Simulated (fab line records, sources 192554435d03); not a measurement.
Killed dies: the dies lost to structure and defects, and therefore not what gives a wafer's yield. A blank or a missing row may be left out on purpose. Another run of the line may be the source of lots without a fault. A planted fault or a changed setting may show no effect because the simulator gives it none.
Chamber matching | flow n5Finfet | N5_ZERO_LAYER_ETCH_17 on rieDiel-01 has 4 sister chambers
The step etches SiO2 in CF4, target depth 12 nm, time 13.3 s. 16 wafers are shown with their chamber, then 8 later ones without.

## WAFERS WITH THEIR CHAMBER
wafer  | chamber | showerheadPlenumPTorr (Torr) | rfVppV (V) | throttleValvePct (%)
L075.3 | 2       | 2.16                         | 951        | 15.33
L075.4 | 0       | 2.19                         | 951        | 15.70
L075.5 | 3       | 2.12                         | 947        | 15.97
L077.3 | 1       | 2.05                         | 942        | 15.64
L077.4 | 0       | 2.19                         | 952        | 15.70
L077.6 | 1       | 2.05                         | 943        | 15.64
L086.1 | 0       | 2.18                         | 950        | 15.73
L086.3 | 2       | 2.16                         | 949        | 15.37
L086.5 | 0       | 2.18                         | 951        | 15.74
L091.1 | 0       | 2.18                         | 950        | 15.74
L091.2 | 3       | 2.11                         | 947        | 15.53
L091.3 | 1       | 2.05                         | 944        | 15.69
L093.2 | 3       | 2.11                         | 947        | 15.53
L093.5 | 2       | 2.15                         | 949        | 15.40
L093.6 | 1       | 2.05                         | 943        | 15.70
L094.1 | 1       | 2.05                         | 943        | 15.70

SIGNATURES, as means of the wafers listed above
reading               | chamber 0 | chamber 1 | chamber 2 | chamber 3 | scatter within a chamber
showerheadPlenumPTorr | 2.1840    | 2.0500    | 2.1567    | 2.1133    | 0.00459
rfVppV                | 950.80    | 943.00    | 949.67    | 947.00    | 0.789
throttleValvePct      | 15.7220   | 15.6740   | 15.3667   | 15.6767   | 0.107
Rule: a wafer's distance from a chamber is the root of the sum, over the readings, of the square of ((its reading less the chamber's mean) divided by the reading's scatter). If the next closest chamber is less than 2 further off than the closest, the wafer can't be placed; otherwise it belongs to the closest. How the scatter is found: for the shown wafers, subtract from each reading the mean of its chamber, square and add these, divide the total by (wafers less chambers), then take the root.

## WAFERS WITH NO CHAMBER GIVEN
wafer  | showerheadPlenumPTorr (Torr) | rfVppV (V) | throttleValvePct (%)
L094.4 | 2.11                         | 946        | 15.55
L094.6 | 2.15                         | 948        | 15.39
L096.2 | 2.04                         | 942        | 15.72
L096.4 | 2.15                         | 950        | 15.40
L096.6 | 2.15                         | 948        | 15.41
L097.1 | 2.04                         | 942        | 15.69
L097.5 | 2.17                         | 951        | 15.77
L097.6 | 2.11                         | 946        | 15.56

## THE CHAMBER EACH PASSED THROUGH
wafer  | from the rows above     | in truth
L094.4 | 3                       | 3
L094.6 | 2                       | 2
L096.2 | 1                       | 1
L096.4 | 2                       | 2
L096.6 | 2                       | 2
L097.1 | 1                       | 1
L097.5 | can't be placed: 0 or 2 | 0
L097.6 | 3                       | 3
Correctly placed: 7 of 8. From these rows, 1 cannot be placed; in 1 the true chamber is one of the candidates. Placed wrongly: 0.
